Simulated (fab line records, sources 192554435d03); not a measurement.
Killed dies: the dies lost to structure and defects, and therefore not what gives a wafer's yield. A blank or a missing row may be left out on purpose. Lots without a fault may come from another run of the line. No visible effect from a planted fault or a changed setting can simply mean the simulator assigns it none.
Matching of chambers | flow n5Finfet | N5_BEOL_M2_CO_CAP_55 on cvdCo-01 has 3 sister chambers
The step material Co, precursor CCTBA/H2, target thk 2 nm, time 102.1 s. 6 wafers are shown with their chamber, then 9 later ones without.

WAFERS, EACH WITH ITS CHAMBER
wafer  | chamber | heaterPowerW (W)
L079.4 | 2       | 249
L081.1 | 2       | 248
L081.5 | 0       | 239
L082.1 | 1       | 207
L082.4 | 1       | 213
L082.5 | 0       | 240

WAFERS MISSING THEIR CHAMBER
wafer  | heaterPowerW (W)
L085.1 | 239
L085.5 | 237
L085.6 | 244
L089.1 | 244
L089.2 | 246
L089.5 | 213
L093.1 | 242
L093.3 | 248
L093.6 | 248

THE CHAMBER EACH PASSED THROUGH
wafer  | from the rows above     | in truth
L085.1 | 0                       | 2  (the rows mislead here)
L085.5 | 0                       | 0
L085.6 | can't be placed: 0 or 2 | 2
L089.1 | can't be placed: 0 or 2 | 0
L089.2 | can't be placed: 2 or 0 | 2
L089.5 | 1                       | 1
L093.1 | can't be placed: 0 or 2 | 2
L093.3 | 2                       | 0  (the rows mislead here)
L093.6 | 2                       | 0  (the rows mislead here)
Placed correctly: 2 of 9. Not placeable from these rows: 4 (in 4, the candidates include the true chamber). 3 placed wrongly.
How it was worked out, from the rows above alone: a wafer's distance from a chamber is the root of the sum, over the readings, of the square of ((its reading less the chamber's mean) divided by the reading's scatter). The wafer belongs to the nearest chamber; if the next one is less than 2 further off, it can't be placed. The mean given for a chamber averages the wafers shown for that chamber. How the scatter is found: for the shown wafers, subtract from each reading the mean of its chamber, square and add these, divide the total by (wafers less chambers), then take the root.
